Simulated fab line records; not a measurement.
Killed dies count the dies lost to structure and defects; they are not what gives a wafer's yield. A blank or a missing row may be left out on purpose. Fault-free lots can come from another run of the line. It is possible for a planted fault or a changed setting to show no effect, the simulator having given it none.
Split-lot study | flow n5-finfet | on a route of 1938 steps: 7 lots, 21 wafers read

## ON THE SPLIT
At N5_MOL_CONTACT_COAG_CVD_140 (deposits W, target thk 66.5 nm, time 215 s), the setting target-thk-a was moved away from the recipe's 665 angstrom on 6 of the 21 wafers read, by -10.0% to +11.9%. This setting was run at the recipe's value on the other wafers.

The reading is taken at the split's own step.

## THE READING
W_of_MOL_CONTACT_COAG_CVD_140.thk-nm (the simulator's own value, which no gauge read), in nm, at N5_MOL_CONTACT_COAG_CVD_140 (deposits W, target thk 66.5 nm, time 215 s). The file gives no usual value for it. Average 66.7 nm, standard deviation 0.9 nm, over the 15 wafers here run with the recipe.

wafer  | tool, chamber at the split | target-thk-a as run, angstrom | against the recipe | W_of_MOL_CONTACT_COAG_CVD_140.thk-nm, nm | against lot-mates on the recipe
L076.2 | cvd-w-01, 0                | 665                           | recipe             | 66.6                                     | -
L076.5 | cvd-w-01, 1                | 665                           | recipe             | 66.2                                     | -
L076.6 | cvd-w-01, 0                | 665                           | recipe             | 66.8                                     | -
L077.1 | cvd-w-02, 0                | 744                           | +11.9%             | 75.6                                     | +8.9
L077.2 | cvd-w-02, 1                | 665                           | recipe             | 66.6                                     | -
L077.4 | cvd-w-02, 1                | 665                           | recipe             | 66.8                                     | -
L082.1 | cvd-w-01, 0                | 598.4                         | -10.0%             | 58.6                                     | -6.8
L082.4 | cvd-w-01, 0                | 665                           | recipe             | 65.4                                     | -
L082.5 | cvd-w-01, 0                | 665                           | recipe             | 65.4                                     | -
L083.2 | cvd-w-02, 0                | 736.6                         | +10.8%             | 75.4                                     | +7.4
L083.3 | cvd-w-02, 0                | 736.6                         | +10.8%             | 74.4                                     | +6.4
L083.5 | cvd-w-02, 0                | 665                           | recipe             | 68                                       | -
L090.1 | cvd-w-02, 1                | 665                           | recipe             | 66.4                                     | -
L090.2 | cvd-w-02, 0,1              | 622.6                         | -6.4%              | 62                                       | -4.4
L090.5 | cvd-w-02, 0,1              | 622.6                         | -6.4%              | 62                                       | -4.4
L094.3 | cvd-w-01, 1                | 665                           | recipe             | 66.4                                     | -
L094.4 | cvd-w-01, 0                | 665                           | recipe             | 68                                       | -
L094.6 | cvd-w-01, 1                | 665                           | recipe             | 65.4                                     | -
L096.1 | cvd-w-02, 0                | 665                           | recipe             | 67.8                                     | -
L096.2 | cvd-w-02, 1                | 665                           | recipe             | 67.4                                     | -
L096.5 | cvd-w-02, 0                | 665                           | recipe             | 68                                       | -
The file does not say which wafer passed through which chamber wherever a row lists several chambers: such a row stands for several wafers.

THE FIT
A straight line over all 21 wafers: W_of_MOL_CONTACT_COAG_CVD_140.thk-nm changes by +0.763 nm for each +1% of target-thk-a; r = +0.98; the points scatter about the line by 0.83 nm.
The same after taking each lot's own level away (the mean of its wafers on the recipe; 21 wafers): +0.683 nm for each +1%; r = +0.99; scatter 0.53 nm.
According to that fit, moving target-thk-a by its largest amount changes the reading by 8.1 nm.
Across the lots, their own levels run from 65.40 to 68.00 nm, a range of 2.9 times the standard deviation given above.
Hence the slope depends on the lot-to-lot level, as the two fits are not the same.
Check: with one of the wafers moved furthest among these (+11.9%) left out of the fit, the line predicts +7.79 nm for it against its lot-mates. It came out at +8.9 nm against them.

## OTHER SPLITS APPLIED TO THESE WAFERS
Other splits were also applied to these wafers ahead of the reading. Each is held against what the fit with the lots' levels taken away leaves over:
other split on the same wafers        | wafers away from the commonest value | r with W_of_MOL_CONTACT_COAG_CVD_140.thk-nm (lot level and that fit taken away)
N5_GATE_CUT_EXPOSE_10 dose-mj         | 6                                    | +0.07
N5_GATE_CUT_ALD_22 ald-cycles         | 4                                    | -0.20
N5_MOL_CONTACT_COAG_COAT_02 spin-rpm  | 9                                    | +0.18
N5_MOL_CONTACT_COAG_COAT_76 spin-rpm  | 9                                    | -0.15
N5_MOL_CONTACT_COAG_EXPOSE_81 dose-mj | 12                                   | +0.09

## FILE'S OWN FIT
W_of_MOL_CONTACT_COAG_CVD_140.thk-nm changes by +0.694 nm for each +1% of target-thk-a, r = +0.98.
